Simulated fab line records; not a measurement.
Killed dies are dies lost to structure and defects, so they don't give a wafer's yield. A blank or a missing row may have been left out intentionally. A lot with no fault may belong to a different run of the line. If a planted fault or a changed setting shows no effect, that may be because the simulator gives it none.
Matching of chambers -- flow nand_harc -- NHARC_A_CHANNEL_FILL_D1_ETCHBACK_20 on rie_diel-06: 4 sister chambers
The step etches the open film in C4F8/O2/Ar, target depth 27 nm, time 13.5 s. 8 wafers are shown with their chamber, then 10 later ones without.

WAFERS, EACH WITH ITS CHAMBER
wafer,chamber,rf_vpp_V (V),oes_product_au (a.u.)
L084.3,1,978,0.99
L086.1,3,972,1.00
L086.2,0,976,1.01
L086.4,0,976,1.01
L086.5,2,983,1.01
L086.6,3,971,1.01
L091.2,1,978,1.00
L091.3,2,982,1.01

WAFERS WITH NO CHAMBER GIVEN
wafer,rf_vpp_V (V),oes_product_au (a.u.)
L091.4,972,0.99
L092.1,973,1.00
L092.2,982,1.00
L092.6,972,0.99
L092.3,977,0.99
L092.4,978,1.00
L092.5,983,1.00
L096.3,982,1.00
L096.4,975,0.98
L096.6,973,0.96

CHAMBER TAKEN BY EACH
wafer,from the rows above,in truth
L091.4,3,3
L092.1,3,3
L092.2,2,2
L092.6,3,3
L092.3,1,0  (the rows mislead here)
L092.4,1,1
L092.5,2,2
L096.3,2,2
L096.4,can't be placed: 0 or 1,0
L096.6,3,3
Placed correctly: 8 of 10. Cannot be placed on the basis of these rows: 1; the candidates contain the true chamber in 1. 1 placed wrongly.
How it was worked out, from the rows above alone: a wafer's distance from a chamber is the root of the sum, over the readings, of the square of ((its reading less the chamber's mean) divided by the reading's scatter). The wafer belongs to the nearest chamber; if the next one is less than 2 further off, it can't be placed. A chamber's mean is the mean of its shown wafers. The scatter: the root of (the sum of the squares of (reading less its chamber's mean) over the shown wafers, divided by (wafers less chambers)).
